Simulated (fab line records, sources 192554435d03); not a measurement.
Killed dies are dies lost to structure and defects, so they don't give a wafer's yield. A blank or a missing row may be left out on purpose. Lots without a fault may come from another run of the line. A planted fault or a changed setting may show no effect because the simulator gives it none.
fab line records | flow n5_finfet
record lots=24 wafers=72 last_day=20
route steps=1938 shown BEOL_M2@880
lots that met no fault: from a run of the same line without faults
start_h: hours from the record's first day to the start of the lot's first wafer shown | wait_h: hours since the lot's step before | " the same as in the row above | L1.1+2: a row that stands for several wafers | - no value, or no start given | * or withheld: withheld | < > ~ a bound
route shown NAME@n: a module of which the file shows steps, and the number in the route of the first | usual: mean/standard deviation of fault-free wafers | same: alike in all rows | chamber/n: place in a boat | sites: the reading at each site | _std_site: their standard deviation | _edge_site: outer sites' mean less inner sites' | radius_mm: how far each site lies from the wafer's centre | mask NAME#n: copy n | behind: the tool/chamber that last shaped the wafer | hold: why the lot was held/for how many hours/how that ended | device: the transistor (n, p or np) that didn't switch | end of line: the same wafers' tests at the end of the route | a step without rows: its recipe alone | killed: dies lost to structure and defects at the first sort, not the wafer's yield | map: a wafer's dies, x killed, . not, _ none there
set.NAME: the setting as run; set.NAME@STEP: as run at that earlier step | model.NAME: the simulator's own value behind a step, which no gauge read
steps of the route over a sample of lots; a table a step, a row a wafer
services: from which hour (start_h, from the record's first day; less than 0 if before it) a tool's chamber was out of use, for how many hours, and why
## steps
# step N5_BEOL_M2_ETCH_77
# recipe chemistry=N2/H2 target=underlayer target_depth_a=65 mask_material=CAR-EUV time_s=5.2 ion_energy_ev=200 pressure_mtorr=30 source_w=840 bias_w=150 n2_flow_sccm=200 h2_flow_sccm=200 ends=cleared
# usual bias_w=150.0/0.47 chamber_pressure_mTorr=30.00/0.04 drypump_motor_current_A=5.6/0.35 etch_rf_on_time_s=5.19/0.12 oes_product_au=0.65/0.065 rf_vpp_V=523.5/2.7 showerhead_plenum_p_Torr=2.53/0.097 throttle_valve_pct=17.84/0.2
# columns lot.wafer tool chamber start_h wait_h bias_w chamber_pressure_mTorr drypump_motor_current_A etch_rf_on_time_s oes_product_au rf_hours_counter_h rf_vpp_V showerhead_plenum_p_Torr throttle_valve_pct
L074.4 rie_diel-01 1 144.83 0.0 149.7 30.00 5.3 5.20 0.61 233 523.0 2.50 18.06
L074.5 " 0 " " 150.6 30.03 5.0 5.34 0.62 - 524.7 2.51 17.86
L074.6 " 1 " " 149.4 30.04 5.3 5.16 0.60 - 523.7 2.50 18.06
L075.2 rie_diel-02 3 151.18 0.0 149.6 29.93 5.7 5.24 0.59 224 525.3 2.63 17.89
L075.4 " 1 " " 149.3 30.02 5.7 5.17 0.67 124 522.7 2.45 17.75
L075.6 " 3 " " 149.9 29.96 5.7 5.31 0.60 - 525.1 2.63 17.90
L076.1 rie_diel-02 1 156.69 0.0 150.2 29.99 5.7 5.07 0.68 126 520.7 2.45 17.77
L076.2 " 2 " " 149.9 30.04 5.9 5.32 0.59 215 520.6 2.41 18.21
L076.5 " 2 " " 150.0 29.95 5.9 5.30 0.59 - 519.3 2.41 18.19
L077.1 rie_diel-04 2 157.91 0.0 150.0 30.09 5.8 5.29 0.72 58 524.1 2.48 17.48
L077.3 " 0 " " 150.3 30.00 5.7 5.23 0.82 8 529.3 2.72 17.69
L077.5 " 1 " " 150.3 29.94 6.4 5.34 0.60 - 525.4 2.61 17.97
L078.2 rie_diel-02 0 160.41 0.0 149.5 30.02 5.3 5.10 0.63 179 524.8 2.52 17.69
L078.4 " 3 " " 150.7 30.02 5.6 5.28 0.60 227 526.5 2.63 17.89
L078.5 " 1 " " 150.4 29.97 5.7 5.07 0.68 - 521.9 2.45 17.76
L079.1 rie_diel-02 3 169.80 0.0 149.9 30.02 5.7 5.29 0.59 230 524.9 2.63 17.92
L079.2 " 0 " " 150.8 29.98 5.3 5.13 0.63 182 523.5 2.52 17.69
L079.6 " 2 " " 150.6 30.00 5.9 5.42 0.59 - 520.9 2.41 18.20
L080.1 rie_diel-01 1 180.68 0.0 150.4 29.97 5.3 5.21 0.60 246 522.5 2.50 18.10
L080.3 " 2 " " 150.4 30.01 6.4 5.11 0.73 47 530.1 2.71 17.82
L080.6 " 3 " " 150.4 30.00 4.9 5.12 0.73 - 527.2 2.70 17.67
L081.3 rie_diel-04 0 180.83 0.0 150.2 30.05 5.7 5.19 0.80 17 530.4 2.72 17.73
L081.4 " 2 " " 149.9 29.99 5.8 5.27 0.71 - 524.8 2.47 17.51
L081.5 " 3 " " 149.8 30.03 5.8 5.16 0.65 - 524.1 2.55 17.92
L082.2 rie_diel-02 1 190.39 0.0 150.9 30.01 5.7 5.11 0.66 136 520.0 2.45 17.75
L082.3 " 3 " " 149.8 29.99 5.7 5.30 0.59 236 522.8 2.63 17.90
L082.5 " 1 " " 150.1 29.93 5.6 5.13 0.66 - 522.1 2.45 17.76
L084.1 rie_diel-02 3 192.68 0.0 150.1 30.05 5.7 5.27 0.59 237 525.6 2.63 17.92
L084.3 " 0 " " 149.9 30.05 5.3 4.97 0.64 189 523.8 2.52 17.72
L084.6 " 3 " " 150.7 30.01 5.6 5.35 0.57 - 526.9 2.63 17.91
L083.1 rie_diel-02 0 193.31 0.0 150.3 30.04 5.3 5.02 0.64 189 521.3 2.52 17.73
L083.5 " 1 " " 150.3 29.96 5.7 5.11 0.67 - 522.4 2.45 17.78
L083.6 " 0 " " 149.9 30.01 5.3 5.07 0.62 - 523.6 2.52 17.72
L085.1 rie_diel-02 1 197.15 0.0 150.3 30.01 5.7 5.18 0.66 138 521.6 2.44 17.76
L085.2 " 2 " " 149.8 29.94 5.9 5.33 0.59 229 521.3 2.41 18.23
L085.6 " 1 " " 149.8 30.02 5.6 5.10 0.66 - 521.4 2.44 17.77
L086.3 rie_diel-02 0 215.41 0.0 148.7 29.98 5.3 5.07 0.63 196 524.5 2.51 17.71
L086.4 " 3 " " 150.2 30.03 5.7 5.18 0.58 246 524.6 2.62 17.94
L086.5 " 1 " " 151.1 29.93 5.7 5.06 0.66 - 520.5 2.44 17.79
L087.3 rie_diel-04 2 228.83 0.0 149.9 29.98 5.7 5.23 0.69 88 519.7 2.47 17.54
L087.5 " 2 " " 150.5 29.93 5.8 5.28 0.69 - 520.5 2.46 17.56
L087.6 " 0 " " 150.4 30.04 5.7 5.23 0.76 - 527.9 2.71 17.77
L089.1 rie_diel-02 1 228.93 0.0 150.2 29.98 5.7 5.12 0.65 152 521.4 2.44 17.80
L089.3 " 0 " " 151.1 30.00 5.3 5.11 0.61 204 522.5 2.51 17.73
L089.4 " 0 " " 150.5 29.99 5.3 5.08 0.62 - 525.2 2.51 17.75
L090.2 rie_diel-02 0 230.53 0.0 150.8 30.04 5.3 5.08 0.62 205 522.4 2.51 17.74
L090.3 " 2 " " 149.0 30.06 5.9 5.40 0.57 244 521.2 2.40 18.26
L090.4 " 0 " " 150.1 30.02 5.3 5.05 0.62 - 524.4 2.51 17.77
L088.1 rie_diel-02 1 230.88 0.0 149.7 29.96 5.7 5.14 0.65 153 520.8 2.44 17.77
L088.2 " 0 " " 148.9 30.00 5.3 5.13 0.62 205 523.1 2.51 17.78
L088.5 " 2 " " 150.0 29.97 5.9 5.37 0.58 - 520.9 2.40 18.26
L091.3 rie_diel-01 2 233.98 0.0 149.6 30.05 6.4 5.16 0.73 64 528.1 2.70 17.86
L091.5 " 3 " " 150.9 30.00 4.9 5.09 0.72 - 527.4 2.69 17.68
L091.6 " 0 " " 150.9 30.00 4.9 5.32 0.60 - 523.9 2.50 17.88
L092.2 rie_diel-01 2 242.41 0.0 149.8 29.96 6.4 5.20 0.72 68 527.7 2.70 17.86
L092.5 " 2 " " 149.9 30.03 6.4 5.24 0.71 - 530.4 2.70 17.84
L092.6 " 1 " " 149.8 29.95 5.3 5.22 0.80 - 524.0 2.49 17.67
L093.1 rie_diel-04 0 244.60 0.0 151.1 30.04 5.7 5.24 0.75 50 526.6 2.70 17.77
L093.4 " 1 " " 150.2 30.08 6.4 5.38 0.60 233 525.4 2.60 17.95
L093.5 " 2 " " 149.5 30.04 5.8 5.33 0.67 - 521.4 2.46 17.56
L094.1 rie_diel-04 1 255.23 0.0 149.9 29.99 6.4 5.37 0.59 237 524.5 2.60 17.99
L094.5 " 3 " " 149.8 30.05 5.8 5.18 0.62 - 522.7 2.53 17.97
L094.6 " 0 " " 148.9 29.99 5.7 5.19 0.75 - 526.6 2.70 17.78
L095.2 rie_diel-04 1 264.70 0.0 150.0 30.02 6.4 5.31 0.59 241 527.1 2.60 18.01
L095.3 " 3 " " 150.6 30.00 5.8 5.17 0.61 198 523.1 2.53 17.94
L095.5 " 3 " " 150.4 29.96 5.8 5.16 0.61 - 523.4 2.53 18.01
L097.1 rie_diel-02 3 273.51 0.0 149.7 30.07 5.6 4.97 0.80 14 523.8 2.62 17.53
L097.2 " 1 " " 150.6 30.00 5.7 5.12 0.65 174 522.6 2.43 17.82
L097.3 " 0 " " 150.2 30.07 5.3 5.08 0.61 226 522.9 2.50 17.78
L096.1 rie_diel-02 3 273.69 0.0 150.3 29.93 5.7 5.00 0.79 14 525.9 2.62 17.51
L096.3 " 1 " " 150.4 30.01 5.7 5.17 0.63 174 520.3 2.43 17.82
L096.5 " 0 " " 150.1 30.01 5.3 5.06 0.60 - 523.0 2.50 17.78
# step N5_BEOL_M2_ETCH_69
# recipe chemistry=CF4 target=SiARC target_depth_a=156 mask_material=CAR-EUV time_s=26 ion_energy_ev=80 pressure_mtorr=40 source_w=545 bias_w=36 Ar_flow_sccm=100 cf4_flow_sccm=100 ends=cleared
# usual bias_w=35.98/0.1 chamber_pressure_mTorr=40.00/0.036 drypump_motor_current_A=5.6/0.35 etch_rf_on_time_s=25.9/0.54 oes_product_au=0.65/0.065 rf_vpp_V=184.0/1.2 showerhead_plenum_p_Torr=2.13/0.074 throttle_valve_pct=15.59/0.2
# columns lot.wafer tool chamber start_h wait_h bias_w chamber_pressure_mTorr drypump_motor_current_A etch_rf_on_time_s oes_product_au rf_hours_counter_h rf_vpp_V showerhead_plenum_p_Torr throttle_valve_pct
L074.4 rie_diel-01 1 144.84 0.0 35.97 40.04 5.3 26.2 0.60 233 185.0 2.11 15.85
L074.5 " 0 " " 35.96 39.99 4.9 27.3 0.62 - 184.0 2.13 15.68
L074.6 " 1 " " 35.92 39.99 5.3 25.9 0.60 - 183.6 2.11 15.87
L075.2 rie_diel-02 3 151.19 0.0 36.06 40.02 5.7 26.4 0.60 224 185.9 2.22 15.57
L075.4 " 1 " " 36.10 39.97 5.7 25.8 0.68 124 182.7 2.07 15.47
L075.6 " 3 " " 36.21 40.03 5.7 26.2 0.59 - 184.6 2.22 15.57
L076.1 rie_diel-02 1 156.70 0.0 36.06 40.08 5.7 25.4 0.68 126 183.1 2.07 15.47
L076.2 " 2 " " 36.12 39.98 5.9 26.4 0.59 215 182.2 2.03 15.91
L076.5 " 2 " " 35.96 40.06 5.9 26.5 0.60 - 183.4 2.03 15.94
L077.1 rie_diel-04 2 157.93 0.0 35.95 39.99 5.7 25.8 0.73 58 183.3 2.10 15.43
L077.3 " 0 " " 35.89 40.00 5.7 26.0 0.82 8 186.0 2.27 15.28
L077.5 " 1 " " 35.93 40.02 6.4 26.6 0.60 - 184.8 2.19 15.82
L078.2 rie_diel-02 0 160.43 0.0 35.97 39.97 5.3 25.5 0.64 179 183.4 2.15 15.56
L078.4 " 3 " " 36.01 40.01 5.7 26.1 0.59 227 185.2 2.22 15.58
L078.5 " 1 " " 36.08 40.00 5.6 25.5 0.68 - 182.1 2.07 15.46
L079.1 rie_diel-02 3 169.82 0.0 35.84 39.98 5.7 26.2 0.59 230 184.6 2.22 15.58
L079.2 " 0 " " 36.05 39.98 5.3 25.4 0.63 182 182.9 2.15 15.56
L079.6 " 2 " " 36.05 39.98 5.9 26.6 0.59 - 181.1 2.03 15.93
L080.1 rie_diel-01 1 180.69 0.0 35.88 40.04 5.3 25.9 0.59 246 182.6 2.11 15.90
L080.3 " 2 " " 35.93 40.00 6.4 25.7 0.74 47 185.6 2.27 15.42
L080.6 " 3 " " 35.95 40.09 4.9 25.6 0.73 - 184.0 2.26 15.30
L081.3 rie_diel-04 0 180.85 0.0 36.12 40.01 5.7 25.8 0.81 17 185.9 2.27 15.29
L081.4 " 2 " " 36.04 39.98 5.7 26.0 0.73 - 183.7 2.10 15.43
L081.5 " 3 " " 35.83 40.02 5.8 25.5 0.65 - 184.1 2.15 15.53
L082.2 rie_diel-02 1 190.41 0.0 36.00 39.97 5.7 25.3 0.67 136 184.8 2.07 15.50
L082.3 " 3 " " 35.92 40.04 5.6 26.4 0.58 236 185.8 2.21 15.60
L082.5 " 1 " " 36.03 40.01 5.7 25.4 0.67 - 183.0 2.07 15.51
L084.1 rie_diel-02 3 192.69 0.0 36.02 39.98 5.7 26.3 0.59 237 183.9 2.21 15.58
L084.3 " 0 " " 35.94 39.95 5.3 25.4 0.63 189 184.3 2.15 15.58
L084.6 " 3 " " 35.90 39.99 5.6 26.0 0.59 - 185.1 2.21 15.60
L083.1 rie_diel-02 0 193.33 0.0 36.21 39.99 5.3 25.3 0.64 189 184.1 2.15 15.59
L083.5 " 1 " " 35.89 39.92 5.7 25.5 0.67 - 182.8 2.07 15.50
L083.6 " 0 " " 35.97 39.99 5.3 25.5 0.63 - 184.4 2.15 15.58
L085.1 rie_diel-02 1 197.17 0.0 35.98 39.96 5.7 25.7 0.67 138 183.2 2.07 15.51
L085.2 " 2 " " 36.01 40.04 5.9 26.5 0.58 229 183.5 2.03 15.95
L085.6 " 1 " " 36.04 39.97 5.7 25.6 0.67 - 183.6 2.07 15.49
L086.3 rie_diel-02 0 215.42 0.0 35.93 39.98 5.3 25.2 0.63 196 184.4 2.14 15.59
L086.4 " 3 " " 36.01 39.96 5.6 26.1 0.59 246 185.0 2.21 15.61
L086.5 " 1 " " 35.93 40.03 5.7 25.6 0.66 - 184.0 2.07 15.51
L087.3 rie_diel-04 2 228.85 0.0 35.96 39.96 5.8 26.3 0.69 88 183.8 2.09 15.49
L087.5 " 2 " " 35.94 40.01 5.8 26.4 0.69 - 182.9 2.09 15.49
L087.6 " 0 " " 36.18 40.00 5.7 26.3 0.76 - 186.0 2.26 15.35
L089.1 rie_diel-02 1 228.95 0.0 35.93 39.99 5.6 25.7 0.66 152 182.2 2.06 15.53
L089.3 " 0 " " 36.18 40.00 5.3 25.3 0.63 204 184.3 2.14 15.61
L089.4 " 0 " " 36.06 40.00 5.3 25.3 0.62 - 185.3 2.14 15.62
L090.2 rie_diel-02 0 230.55 0.0 35.91 40.01 5.3 25.3 0.63 205 184.1 2.14 15.62
L090.3 " 2 " " 35.98 39.97 5.9 26.8 0.58 244 181.8 2.02 15.97
L090.4 " 0 " " 35.97 39.91 5.3 25.2 0.63 - 184.3 2.14 15.62
L088.1 rie_diel-02 1 230.89 0.0 36.05 40.06 5.7 25.7 0.65 153 185.9 2.06 15.52
L088.2 " 0 " " 36.04 40.02 5.3 25.3 0.62 205 185.1 2.14 15.63
L088.5 " 2 " " 35.95 39.99 5.9 26.6 0.58 - 183.4 2.02 15.97
L091.3 rie_diel-01 2 234.00 0.0 35.90 40.06 6.3 26.3 0.72 64 186.6 2.27 15.45
L091.5 " 3 " " 35.81 40.05 4.9 26.0 0.71 - 185.9 2.25 15.35
L091.6 " 0 " " 36.11 40.05 4.9 27.3 0.60 - 184.9 2.12 15.71
L092.2 rie_diel-01 2 242.42 0.0 35.94 40.04 6.4 26.1 0.73 68 186.0 2.26 15.47
L092.5 " 2 " " 35.97 39.98 6.4 26.1 0.72 - 185.3 2.26 15.48
L092.6 " 1 " " 36.07 40.03 5.3 25.7 0.80 - 183.0 2.11 15.42
L093.1 rie_diel-04 0 244.62 0.0 36.02 39.99 5.7 25.9 0.75 50 184.9 2.25 15.35
L093.4 " 1 " " 35.88 40.02 6.4 26.5 0.60 233 185.8 2.19 15.84
L093.5 " 2 " " 35.96 40.02 5.8 26.0 0.69 - 182.7 2.09 15.50
L094.1 rie_diel-04 1 255.25 0.0 35.85 39.99 6.4 26.9 0.59 237 183.4 2.19 15.84
L094.5 " 3 " " 36.04 40.06 5.8 26.1 0.62 - 182.6 2.14 15.61
L094.6 " 0 " " 35.76 40.01 5.7 26.3 0.74 - 185.8 2.25 15.37
L095.2 rie_diel-04 1 264.71 0.0 36.00 40.04 6.4 27.0 0.59 241 184.2 2.19 15.85
L095.3 " 3 " " 36.00 39.91 5.8 26.1 0.61 198 183.4 2.13 15.62
L095.5 " 3 " " 35.92 40.02 5.8 26.0 0.61 - 183.4 2.13 15.60
L097.1 rie_diel-02 3 273.53 0.0 36.12 40.01 5.6 24.7 0.80 14 184.2 2.20 15.16
L097.2 " 1 " " 35.96 40.04 5.7 25.7 0.64 174 183.5 2.06 15.55
L097.3 " 0 " " 36.09 40.00 5.3 25.5 0.61 226 184.0 2.13 15.66
L096.1 rie_diel-02 3 273.71 0.0 35.77 39.90 5.7 24.8 0.80 14 184.4 2.20 15.14
L096.3 " 1 " " 36.04 40.00 5.6 25.8 0.64 174 184.3 2.06 15.58
L096.5 " 0 " " 35.86 39.97 5.3 25.2 0.61 - 183.8 2.13 15.66
# step N5_BEOL_M2_ALD_84
# recipe material=TaN target_thk_a=* temp_c=275 ald_precursor_family=PDMAT ald_co_reactant=NH3 pressure_torr=3 carrier_flow_sccm=1500 pulse_time_s=2 purge_time_s=3 co_reactant_purge_time_s=2 co_reactant_pulse_time_s=3 ald_cycles=30 precursor_vessel_temp_c=75 precursor_vessel_pressure_torr=26.25 precursor_vessel_carrier_sccm=1000
# usual heater_power_w=444/55
# same ald_cycles=30
# columns lot.wafer tool chamber start_h wait_h heater_power_w
L074.4 ald_metal-01 1 150.24 0.1 437
L074.5 " 2 " " 455
L074.6 " 3 " " 421
L075.2 ald_metal-02 3 153.13 0.1 432
L075.4 " 1 " " 567
L075.6 " 0 " " 462
L076.1 ald_metal-04 1 159.50 0.0 368
L076.2 " 0 " " 442
L076.5 " 0 " " 436
L077.1 ald_metal-02 0 159.70 0.1 442
L077.3 " 1 " " 540
L077.5 " 2 " " 386
L078.2 ald_metal-01 0 164.60 0.0 421
L078.4 " 1 " " 440
L078.5 " 0 " " 417
L079.1 ald_metal-02 2 175.83 0.0 399
L079.2 " 3 " " 419
L079.6 " 1 " " 576
L081.3 ald_metal-01 0 188.16 0.1 420
L081.4 " 3 " " 407
L081.5 " 3 " " 412
L080.1 ald_metal-02 1 194.98 0.1 567
L080.3 " 0 " " 442
L080.6 " 3 " " 426
L082.2 ald_metal-04 2 196.15 0.1 477
L082.3 " 0 " " 438
L082.5 " 3 " " 393
L084.1 ald_metal-04 1 200.21 0.0 366
L084.3 " 3 " " 390
L084.6 " 1 " " 376
L083.1 ald_metal-02 0 202.17 0.0 438
L083.5 " 3 " " 439
L083.6 " 0 " " 448
L085.1 ald_metal-02 3 203.77 0.0 422
L085.2 " 1 " " 551
L085.6 " 0 " " 443
L086.3 ald_metal-04 1 228.10 0.0 385
L086.4 " 0 " " 425
L086.5 " 3 " " 391
L089.1 ald_metal-02 3 240.11 0.0 429
L089.3 " 1 " " 571
L089.4 " 0 " " 446
L087.3 ald_metal-01 0 240.29 0.2 417
L087.5 " 3 " " 400
L087.6 " 2 " " 443
L090.2 ald_metal-02 0 240.31 0.2 434
L090.3 " 3 " " 418
L090.4 " 1 " " 559
L088.1 ald_metal-04 0 244.07 0.0 434
L088.2 " 2 " " 465
L088.5 " 0 " " 444
L091.3 ald_metal-01 2 247.96 0.1 457
L091.5 " 0 " " 418
L091.6 " 3 " " 407
L092.2 ald_metal-04 2 255.48 0.1 467
L092.5 " 1 " " 382
L092.6 " 0 " " 443
L093.1 ald_metal-02 0 258.75 0.2 441
L093.4 " 1 " " 558
L093.5 " 3 " " 425
L094.1 ald_metal-04 0 262.14 0.1 429
L094.5 " 2 " " 463
L094.6 " 1 " " 374
L095.2 ald_metal-02 2 273.02 0.0 410
L095.3 " 0 " " 450
L095.5 " 2 " " 395
L097.1 ald_metal-01 2 286.63 0.1 448
L097.2 " 3 " " 415
L097.3 " 0 " " 425
L096.1 ald_metal-02 0 286.71 0.1 433
L096.3 " 3 " " 431
L096.5 " 0 " " 446
# step N5_BEOL_M2_SURFACE_TREAT_85
# recipe gas=Ar time_s=* ion_energy_ev=* ion_current_ma_cm2=0.5 pressure_mtorr=* ar_flow_sccm=30
# usual throttle_valve_pct=*
# same time_s=*
# columns lot.wafer tool chamber start_h wait_h throttle_valve_pct
L074.4 pvd_sputter-03 - 150.50 0.2 *
L074.5 " - " " *
L074.6 " - " " *
L075.2 pvd_sputter-03 - 153.42 0.2 *
L075.4 " - " " *
L075.6 " - " " *
L076.1 pvd_sputter-03 - 159.84 0.2 *
L076.2 " - " " *
L076.5 " - " " *
L077.1 pvd_sputter-02 - 159.94 0.1 *
L077.3 " - " " *
L077.5 " - " " *
L078.2 pvd_sputter-02 - 164.88 0.2 *
L078.4 " - " " *
L078.5 " - " " *
L079.1 pvd_sputter-03 - 176.06 0.1 *
L079.2 " - " " *
L079.6 " - " " *
L081.3 pvd_sputter-01 - 188.43 0.2 *
L081.4 " - " " *
L081.5 " - " " *
L080.1 pvd_sputter-01 - 195.29 0.2 *
L080.3 " - " " *
L080.6 " - " " *
L082.2 pvd_sputter-03 - 196.40 0.1 *
L082.3 " - " " *
L082.5 " - " " *
L084.1 pvd_sputter-01 - 200.55 0.2 *
L084.3 " - " " *
L084.6 " - " " *
L083.1 pvd_sputter-02 - 202.49 0.2 *
L083.5 " - " " *
L083.6 " - " " *
L085.1 pvd_sputter-01 - 204.07 0.2 *
L085.2 " - " " *
L085.6 " - " " *
L086.3 pvd_sputter-02 - 228.37 0.2 *
L086.4 " - " " *
L086.5 " - " " *
L089.1 pvd_sputter-03 - 240.35 0.1 *
L089.3 " - " " *
L089.4 " - " " *
L087.3 pvd_sputter-02 - 240.55 0.2 *
L087.5 " - " " *
L087.6 " - " " *
L090.2 pvd_sputter-02 - 240.59 0.2 *
L090.3 " - " " *
L090.4 " - " " *
L088.1 pvd_sputter-03 - 244.41 0.2 *
L088.2 " - " " *
L088.5 " - " " *
L091.3 pvd_sputter-02 - 248.19 0.1 *
L091.5 " - " " *
L091.6 " - " " *
L092.2 pvd_sputter-01 - 255.78 0.2 *
L092.5 " - " " *
L092.6 " - " " *
L093.1 pvd_sputter-03 - 258.98 0.1 *
L093.4 " - " " *
L093.5 " - " " *
L094.1 pvd_sputter-01 - 262.37 0.1 *
L094.5 " - " " *
L094.6 " - " " *
L095.2 pvd_sputter-02 - 273.31 0.2 *
L095.3 " - " " *
L095.5 " - " " *
L097.1 pvd_sputter-01 - 286.89 0.2 *
L097.2 " - " " *
L097.3 " - " " *
L096.1 pvd_sputter-03 - 286.95 0.1 *
L096.3 " - " " *
L096.5 " - " " *
# step N5_BEOL_M2_SPUTTER_86
# recipe material=Cu target_thk_a=45 temp_c=-20 chamber_pressure_pa=0.07 power_w=withheld time_s=8.29
# usual throttle_valve_pct=30.1/1.1
# same time_s=8.29
# columns lot.wafer tool chamber start_h wait_h throttle_valve_pct
L074.4 pvd_sputter-01 - 151.63 0.1 29.4
L074.5 " - " " 31.7
L074.6 " - " " 31.2
L075.2 pvd_sputter-03 - 154.38 0.1 30.9
L075.4 " - " " 31.5
L075.6 " - " " 29.4
L076.1 pvd_sputter-02 - 160.80 0.1 29.6
L076.2 " - " " 28.2
L076.5 " - " " 29.1
L077.1 pvd_sputter-02 - 162.64 0.1 29.3
L077.3 " - " " 29.9
L077.5 " - " " 28.0
L078.2 pvd_sputter-02 - 166.02 0.1 29.7
L078.4 " - " " 29.3
L078.5 " - " " 29.4
L079.1 pvd_sputter-03 - 177.17 0.1 31.1
L079.2 " - " " 29.5
L079.6 " - " " 30.4
L081.3 pvd_sputter-01 - 189.39 0.1 30.8
L081.4 " - " " 29.5
L081.5 " - " " 31.4
L080.1 pvd_sputter-01 - 196.29 0.1 31.3
L080.3 " - " " 29.2
L080.6 " - " " 31.6
L082.2 pvd_sputter-01 - 198.13 0.1 30.9
L082.3 " - " " 31.1
L082.5 " - " " 31.0
L084.1 pvd_sputter-01 - 201.57 0.1 29.4
L084.3 " - " " 31.3
L084.6 " - " " 31.2
L083.1 pvd_sputter-02 - 203.47 0.1 29.8
L083.5 " - " " 28.0
L083.6 " - " " 29.3
L085.1 pvd_sputter-02 - 205.35 0.1 28.2
L085.2 " - " " 29.7
L085.6 " - " " 28.3
L086.3 pvd_sputter-01 - 229.27 0.1 31.4
L086.4 " - " " 29.5
L086.5 " - " " 30.9
L089.1 pvd_sputter-02 - 241.29 0.1 29.9
L089.3 " - " " 29.4
L089.4 " - " " 28.1
L087.3 pvd_sputter-03 - 241.51 0.1 31.3
L087.5 " - " " 30.4
L087.6 " - " " 30.9
L090.2 pvd_sputter-01 - 241.51 0.1 29.7
L090.3 " - " " 30.9
L090.4 " - " " 31.6
L088.1 pvd_sputter-03 - 245.67 0.1 29.4
L088.2 " - " " 31.5
L088.5 " - " " 31.5
L091.3 pvd_sputter-01 - 249.15 0.1 31.5
L091.5 " - " " 31.1
L091.6 " - " " 31.1
L092.2 pvd_sputter-03 - 256.73 0.1 31.0
L092.5 " - " " 31.3
L092.6 " - " " 29.5
L093.1 pvd_sputter-02 - 261.49 0.1 29.3
L093.4 " - " " 29.3
L093.5 " - " " 30.0
L094.1 pvd_sputter-02 - 263.43 0.1 29.6
L094.5 " - " " 29.3
L094.6 " - " " 29.6
L095.2 pvd_sputter-02 - 274.25 0.1 30.1
L095.3 " - " " 29.4
L095.5 " - " " 28.0
L097.1 pvd_sputter-03 - 287.99 0.1 29.4
L097.2 " - " " 30.5
L097.3 " - " " 31.0
L096.1 pvd_sputter-02 - 288.73 0.1 29.9
L096.3 " - " " 29.5
L096.5 " - " " 29.7
# step N5_BEOL_M2_ANNEAL_95
# recipe temp_c=400 time_s=240 ambient=vacuum
# usual heater_power_w=850/92
# same time_s=240
# columns lot.wafer tool chamber start_h wait_h heater_power_w
L074.4 pvd_sputter-01 - 152.59 0.0 965
L074.5 " - " " 933
L074.6 " - " " 851
L075.2 pvd_sputter-03 - 155.34 0.0 803
L075.4 " - " " 755
L075.6 " - " " 809
L076.1 pvd_sputter-02 - 161.76 0.0 822
L076.2 " - " " 995
L076.5 " - " " 778
L077.1 pvd_sputter-02 - 163.60 0.0 825
L077.3 " - " " 676
L077.5 " - " " 999
L078.2 pvd_sputter-02 - 166.98 0.0 834
L078.4 " - " " 776
L078.5 " - " " 817
L079.1 pvd_sputter-03 - 178.13 0.0 793
L079.2 " - " " 813
L079.6 " - " " 959
L081.3 pvd_sputter-01 - 190.35 0.0 896
L081.4 " - " " 933
L081.5 " - " " 873
L080.1 pvd_sputter-01 - 197.25 0.0 939
L080.3 " - " " 957
L080.6 " - " " 945
L082.2 pvd_sputter-01 - 199.09 0.0 884
L082.3 " - " " 872
L082.5 " - " " 856
L084.1 pvd_sputter-01 - 202.53 0.0 943
L084.3 " - " " 972
L084.6 " - " " 857
L083.1 pvd_sputter-02 - 204.43 0.0 660
L083.5 " - " " 988
L083.6 " - " " 780
L085.1 pvd_sputter-02 - 206.31 0.0 986
L085.2 " - " " 797
L085.6 " - " " 985
L086.3 pvd_sputter-01 - 230.23 0.0 949
L086.4 " - " " 958
L086.5 " - " " 841
L089.1 pvd_sputter-02 - 242.25 0.0 662
L089.3 " - " " 824
L089.4 " - " " 983
L087.3 pvd_sputter-03 - 242.47 0.0 769
L087.5 " - " " 950
L087.6 " - " " 786
L090.2 pvd_sputter-01 - 242.47 0.0 941
L090.3 " - " " 868
L090.4 " - " " 935
L088.1 pvd_sputter-03 - 246.63 0.0 813
L088.2 " - " " 770
L088.5 " - " " 771
L091.3 pvd_sputter-01 - 250.11 0.0 927
L091.5 " - " " 873
L091.6 " - " " 867
L092.2 pvd_sputter-03 - 257.69 0.0 785
L092.5 " - " " 781
L092.6 " - " " 796
L093.1 pvd_sputter-02 - 262.45 0.0 795
L093.4 " - " " 823
L093.5 " - " " 671
L094.1 pvd_sputter-02 - 264.39 0.0 667
L094.5 " - " " 805
L094.6 " - " " 822
L095.2 pvd_sputter-02 - 275.21 0.0 681
L095.3 " - " " 793
L095.5 " - " " 993
L097.1 pvd_sputter-03 - 288.95 0.0 828
L097.2 " - " " 984
L097.3 " - " " 797
L096.1 pvd_sputter-02 - 289.69 0.0 677
L096.3 " - " " 815
L096.5 " - " " 670
## services
# columns tool chamber start_h hours kind
ald_metal-02 - 127.18 2.0 repair
ald_metal-02 - 129.21 8.7 pm
ald_metal-04 3 157.27 3.0 repair
rie_diel-04 2 158.20 4.0 repair
ald_metal-02 2 163.46 - calibration
ald_metal-04 0 167.24 - calibration
ald_metal-04 3 167.58 2.0 repair
rie_diel-04 1 175.91 66.9 repair
ald_metal-02 2 184.95 24.6 repair
rie_diel-01 1 192.52 - clean
rie_diel-01 1 192.52 - consumable_replace:focus_ring
ald_metal-04 - 202.09 0.4 repair
ald_metal-02 0 206.00 27.8 repair
rie_diel-01 - 218.42 14.6 pm
rie_diel-02 3 223.86 - clean
rie_diel-02 3 223.86 - consumable_replace:focus_ring
rie_diel-02 2 244.49 - clean
rie_diel-02 2 244.49 - consumable_replace:focus_ring
rie_diel-02 2 244.49 - consumable_replace:showerhead
rie_diel-02 2 244.49 30.8 scheduled_down
rie_diel-02 2 244.49 30.8 vent_cycle
ald_metal-02 2 257.74 11.7 repair
ald_metal-01 3 259.45 5.5 repair
ald_metal-04 - 274.15 14.6 pm
## key
fault none
